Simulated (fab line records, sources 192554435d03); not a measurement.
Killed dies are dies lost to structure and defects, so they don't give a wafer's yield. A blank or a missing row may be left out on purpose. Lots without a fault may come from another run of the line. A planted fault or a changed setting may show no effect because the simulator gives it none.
Which tool did it? | flow n5_finfet | 9 lots, 27 wafers sampled, at 5 steps of a route of 1938

WHAT THE GAUGES READ, wafer by wafer
N5_BEOL_M4_RC_MEAS_101. Usual: DIBL_N 35.7 mV/V, standard deviation 1.3; DIBL_P 35.4 mV/V, standard deviation 1.8; IOFF_N 0.152 nA/um, standard deviation 0.027; IOFF_P 0.20 nA/um, standard deviation 0.034; ION_N 672 uA/um, standard deviation 9.8; ION_P 461 uA/um, standard deviation 7.5; SS_N 71.4 mV/dec, standard deviation 0.55; SS_P 73.1 mV/dec, standard deviation 0.61; VT_N 251 mV, standard deviation 3.3; VT_P -251 mV, standard deviation 3.6.
lot  | measured     | on        | DIBL_N (mV/V)  | DIBL_P (mV/V)  | IOFF_N (nA/um)    | IOFF_P (nA/um) | ION_N (uA/um) | ION_P (uA/um) | SS_N (mV/dec)  | SS_P (mV/dec)  | VT_N (mV)   | VT_P (mV)      | flag
L275 | day 7 18:44  | prober-02 | 37.2 35.0 35.2 | 39.2 38.2 36.6 | 0.199 0.160 0.161 | 0.27 0.24 0.22 | 681 672 684   | 469 465 467   | 72.2 71.1 71.0 | 74.2 73.9 73.7 | 247 248 248 | -244 -246 -247 |
L276 | day 7 23:58  | prober-01 | 34.0 35.2 34.4 | 32.5 34.1 34.2 | 0.114 0.133 0.126 | 0.16 0.18 0.18 | 661 670 659   | 457 464 452   | 70.3 70.6 71.3 | 72.7 73.5 73.0 | 255 253 255 | -255 -251 -250 |
L277 | day 8 11:07  | prober-01 | 38.6 34.7 34.8 | 38.5 32.9 34.2 | 0.217 0.139 0.144 | 0.30 0.21 0.22 | 674 671 673   | 468 463 460   | 72.4 71.0 71.6 | 74.4 72.9 73.5 | 248 251 251 | -244 -249 -248 |
L280 | day 9 02:27  | prober-02 | 35.6 38.0 37.0 | 36.1 39.5 37.8 | 0.174 0.237 0.203 | 0.24 0.32 0.27 | 679 694 691   | 472 484 481   | 71.7 72.4 71.8 | 73.4 73.6 73.5 | 247 243 243 | -243 -242 -243 |
L288 | day 11 01:20 | prober-02 | 34.1 35.7 36.3 | 33.8 35.6 36.0 | 0.115 0.138 0.146 | 0.16 0.18 0.19 | 656 673 661   | 450 454 452   | 71.3 72.0 71.7 | 72.5 72.6 73.2 | 254 254 253 | -253 -255 -254 |
L290 | day 11 16:05 | prober-01 | 35.6 35.8 37.4 | 34.7 35.1 37.0 | 0.137 0.145 0.172 | 0.17 0.18 0.21 | 675 665 670   | 451 456 454   | 71.7 71.5 71.8 | 73.1 73.2 73.4 | 254 253 250 | -254 -256 -251 |
L291 | day 11 21:49 | prober-01 | 35.0 34.2 34.6 | 34.7 32.8 33.7 | 0.129 0.116 0.115 | 0.19 0.16 0.17 | 657 658 653   | 458 456 453   | 71.1 71.4 70.1 | 73.4 72.4 72.1 | 253 257 256 | -250 -252 -250 |
L297 | day 13 20:10 | prober-01 | 34.3 36.4 35.3 | 34.6 36.6 35.2 | 0.123 0.150 0.124 | 0.18 0.20 0.17 | 663 673 667   | 458 464 456   | 71.2 71.5 71.2 | 72.0 73.5 72.7 | 253 250 253 | -252 -250 -251 |
L298 | day 14 06:29 | prober-02 | 34.8 33.8 35.4 | 33.5 32.4 34.7 | 0.121 0.104 0.132 | 0.19 0.17 0.20 | 674 653 668   | 459 457 467   | 70.5 70.8 71.3 | 73.0 72.3 73.0 | 254 259 252 | -252 -253 -249 |

WHICH TOOL RAN EACH LOT (tool, then ch and the chambers of the sampled wafers, then the start)
lot  | N5_BEOL_M0_SAQP_RECESS_104         | N5_BEOL_M0_SAQP_ETCH_88            | N5_BEOL_M0_CUTY_DESCUM_61          | N5_BEOL_M0_CUTY_ETCH_62
L275 | vapor_etch-02 ch 0,1, day 5 12:14  | rie_diel-04 ch 1,2, day 5 14:43    | rie_diel-01 ch 0,3, day 5 15:57    | rie_diel-01 ch 0,3, day 5 15:59
L276 | vapor_etch-02 ch 0,1, day 5 16:24  | rie_diel-03 ch 0,2,3, day 5 18:42  | rie_diel-06 ch 0,2, day 5 20:37    | rie_diel-06 ch 0,2, day 5 20:38
L277 | vapor_etch-01 ch 0,1, day 6 02:11  | rie_diel-02 ch 0,2,3, day 6 04:47  | rie_diel-01 ch 0,1,2, day 6 06:01  | rie_diel-01 ch 0,1,2, day 6 06:03
L280 | vapor_etch-01 ch 0,1, day 6 22:50  | rie_diel-02 ch 1,3, day 7 01:47    | rie_diel-01 ch 1,2, day 7 03:11    | rie_diel-01 ch 1,2, day 7 03:14
L288 | vapor_etch-02 ch 0,1, day 8 23:19  | rie_diel-02 ch 0,2,3, day 9 01:25  | rie_diel-05 ch 0,2, day 9 02:46    | rie_diel-05 ch 0,2, day 9 02:49
L290 | vapor_etch-01 ch 0,1, day 9 10:02  | rie_diel-02 ch 0,1, day 9 12:17    | rie_diel-05 ch 2,3, day 9 13:39    | rie_diel-05 ch 2,3, day 9 13:41
L291 | vapor_etch-02 ch 0,1, day 9 14:44  | rie_diel-03 ch 0,1,3, day 9 17:55  | rie_diel-05 ch 0,1,2, day 9 19:16  | rie_diel-05 ch 0,1,2, day 9 19:18
L297 | vapor_etch-01 ch 0,1, day 11 08:56 | rie_diel-04 ch 0,1,3, day 11 11:17 | rie_diel-06 ch 1,3, day 11 13:28   | rie_diel-06 ch 1,3, day 11 13:31
L298 | vapor_etch-02 ch 0, day 11 19:28   | rie_diel-03 ch 0,2,3, day 11 22:31 | rie_diel-05 ch 0,2,3, day 11 23:58 | rie_diel-05 ch 0,2,3, day 12 00:00
- N5_BEOL_M0_SAQP_RECESS_104: chemistry HF/NH3, target SiO2, target depth 18 nm, afs cycles 3, sublimation time 60 s.
- N5_BEOL_M0_SAQP_ETCH_88: etches underlayer in N2/H2, target depth 6.5 nm, time 5.2 s.
- N5_BEOL_M0_CUTY_DESCUM_61: chemistry O2, time 7.9 s.
- N5_BEOL_M0_CUTY_ETCH_62: etches SiARC in CF4, time 58.5 s.

WHAT THE TOOLS THEMSELVES READ (means of the sampled wafers that have a number; where no wafer has one, the mark that the record gives instead)
N5_BEOL_M0_SAQP_RECESS_104. Usual: drypump_motor_current_A 5.5 A, standard deviation 0.59.
lot  | tool          | drypump_motor_current_A (A) | flag
L275 | vapor_etch-02 | 4.9                         |
L276 | vapor_etch-02 | 4.9                         |
L277 | vapor_etch-01 | 6.1                         |
L280 | vapor_etch-01 | 6.1                         |
L288 | vapor_etch-02 | 5.1                         |
L290 | vapor_etch-01 | 5.8                         |
L291 | vapor_etch-02 | 4.9                         |
L297 | vapor_etch-01 | 6.1                         |
L298 | vapor_etch-02 | 5.4                         |

N5_BEOL_M0_SAQP_ETCH_88. Usual: drypump_motor_current_A 5.8 A, standard deviation 0.4; etch_rf_on_time_s 5.20 s, standard deviation 0.1; oes_product_au 0.66 a.u., standard deviation 0.073; rf_vpp_V 522.8 V, standard deviation 2.8; showerhead_plenum_p_Torr 2.50 Torr, standard deviation 0.09; throttle_valve_pct 17.79 %, standard deviation 0.29.
lot  | tool        | drypump_motor_current_A (A) | etch_rf_on_time_s (s) | oes_product_au (a.u.) | rf_vpp_V (V) | showerhead_plenum_p_Torr (Torr) | throttle_valve_pct (%) | flag
L275 | rie_diel-04 | 5.8                         | 5.29                  | 0.60                  | 523.0        | 2.55                            | 17.94                  |
L276 | rie_diel-03 | 6.2                         | 5.20                  | 0.66                  | 520.9        | 2.45                            | 17.85                  |
L277 | rie_diel-02 | 5.7                         | 5.31                  | 0.60                  | 523.9        | 2.55                            | 17.85                  |
L280 | rie_diel-02 | 5.9                         | 5.16                  | 0.64                  | 522.1        | 2.44                            | 17.54                  |
L288 | rie_diel-02 | 5.7                         | 3.82                  | 0.90                  | 523.4        | 2.55                            | 17.61                  | OFF
L290 | rie_diel-02 | 5.7                         | 3.83                  | 0.76                  | 520.6        | 2.41                            | 17.66                  | OFF
L291 | rie_diel-03 | 5.7                         | 5.15                  | 0.72                  | 522.3        | 2.49                            | 17.74                  |
L297 | rie_diel-04 | 5.9                         | 5.20                  | 0.61                  | 524.0        | 2.55                            | 18.06                  |
L298 | rie_diel-03 | 6.2                         | 5.25                  | 0.63                  | 522.5        | 2.43                            | 17.94                  |

N5_BEOL_M0_CUTY_DESCUM_61. Usual: drypump_motor_current_A 5.6 A, standard deviation 0.42; o2_flow_sccm 225.1 sccm, standard deviation 0.61; oes_product_au 0.81 a.u., standard deviation 0.079; rf_vpp_V 243.2 V, standard deviation 1.4; showerhead_plenum_p_Torr 2.10 Torr, standard deviation 0.077; throttle_valve_pct 20.42 %, standard deviation 0.25.
lot  | tool        | drypump_motor_current_A (A) | o2_flow_sccm (sccm) | oes_product_au (a.u.) | rf_vpp_V (V) | showerhead_plenum_p_Torr (Torr) | throttle_valve_pct (%) | flag
L275 | rie_diel-01 | 5.7                         | 225.3               | 0.79                  | 242.5        | 2.05                            | 20.28                  |
L276 | rie_diel-06 | 5.5                         | 225.1               | 0.77                  | 244.2        | 2.13                            | 20.61                  |
L277 | rie_diel-01 | 5.7                         | 225.1               | 0.74                  | 242.1        | 2.06                            | 20.52                  |
L280 | rie_diel-01 | 5.4                         | 225.2               | 0.76                  | 242.8        | 2.04                            | 20.37                  |
L288 | rie_diel-05 | 5.5                         | 225.2               | 0.86                  | 242.8        | 2.03                            | 20.28                  |
L290 | rie_diel-05 | 5.4                         | 225.5               | 0.86                  | 243.7        | 2.09                            | 20.46                  |
L291 | rie_diel-05 | 5.7                         | 225.4               | 0.86                  | 242.2        | 2.06                            | 20.29                  |
L297 | rie_diel-06 | 6.1                         | 225.1               | 0.87                  | 244.1        | 2.20                            | 20.56                  |
L298 | rie_diel-05 | 5.4                         | 224.8               | 0.84                  | 243.2        | 2.08                            | 20.35                  |

N5_BEOL_M0_CUTY_ETCH_62. Usual: drypump_motor_current_A 5.6 A, standard deviation 0.42; etch_rf_on_time_s 58.2 s, standard deviation 0.88; oes_product_au 0.69 a.u., standard deviation 0.068; rf_vpp_V 184.0 V, standard deviation 1.2; showerhead_plenum_p_Torr 2.15 Torr, standard deviation 0.072; throttle_valve_pct 15.60 %, standard deviation 0.26.
lot  | tool        | drypump_motor_current_A (A) | etch_rf_on_time_s (s) | oes_product_au (a.u.) | rf_vpp_V (V) | showerhead_plenum_p_Torr (Torr) | throttle_valve_pct (%) | flag
L275 | rie_diel-01 | 5.6                         | 58.7                  | 0.68                  | 182.8        | 2.10                            | 15.45                  |
L276 | rie_diel-06 | 5.5                         | 58.1                  | 0.66                  | 184.5        | 2.17                            | 15.77                  |
L277 | rie_diel-01 | 5.7                         | 58.9                  | 0.63                  | 183.1        | 2.11                            | 15.73                  |
L280 | rie_diel-01 | 5.4                         | 58.5                  | 0.65                  | 184.4        | 2.09                            | 15.53                  |
L288 | rie_diel-05 | 5.6                         | 57.6                  | 0.74                  | 183.3        | 2.09                            | 15.50                  |
L290 | rie_diel-05 | 5.4                         | 57.5                  | 0.73                  | 183.3        | 2.14                            | 15.67                  |
L291 | rie_diel-05 | 5.7                         | 57.4                  | 0.74                  | 183.7        | 2.12                            | 15.48                  |
L297 | rie_diel-06 | 6.0                         | 58.1                  | 0.75                  | 185.2        | 2.24                            | 15.64                  |
L298 | rie_diel-05 | 5.3                         | 57.8                  | 0.71                  | 183.7        | 2.14                            | 15.58                  |

THE ANSWER, worked out from the rows above alone
Rule: a lot is off if the mean of its wafers that have a number lies more than 3 standard deviations from the usual mean. A lot without any number at a reading at which 4 lots or more have one is off too. The other lots that the step has rows for count as sound. The gauges are gone through in route order, then the tools' own readings, and for those a lot's mean is taken as printed above. The first step at which some lot is off is used, and at that step the reading that is off furthest; a lot without a number counts as furthest.
Off: L288, L290, at N5_BEOL_M0_SAQP_ETCH_88 (etch_rf_on_time_s).
A tool fits if, at that step or a process step before it, it ran every lot that is off, and no sound lot after the first of them. One fits: rie_diel-02 at N5_BEOL_M0_SAQP_ETCH_88. Its last sound lot is L280 (day 7 01:47), its first lot that is off L288 (day 9 01:25): a fault that began between those two fits.
The tool's own readings at N5_BEOL_M0_SAQP_ETCH_88 bear it out: on the lots that are off they differ by more than 5 times the standard deviation of the sound lots' means. etch_rf_on_time_s reads 3.83 s there against 5.22 s on the sound lots.

WHAT THE SIMULATOR HAD PUT IN
Process parameter drift: rie_diel-02, from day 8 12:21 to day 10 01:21, at N5_BEOL_M0_SAQP_ETCH_88. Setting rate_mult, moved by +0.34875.
Lots struck among those shown: L288, L290. The rule above found the same.
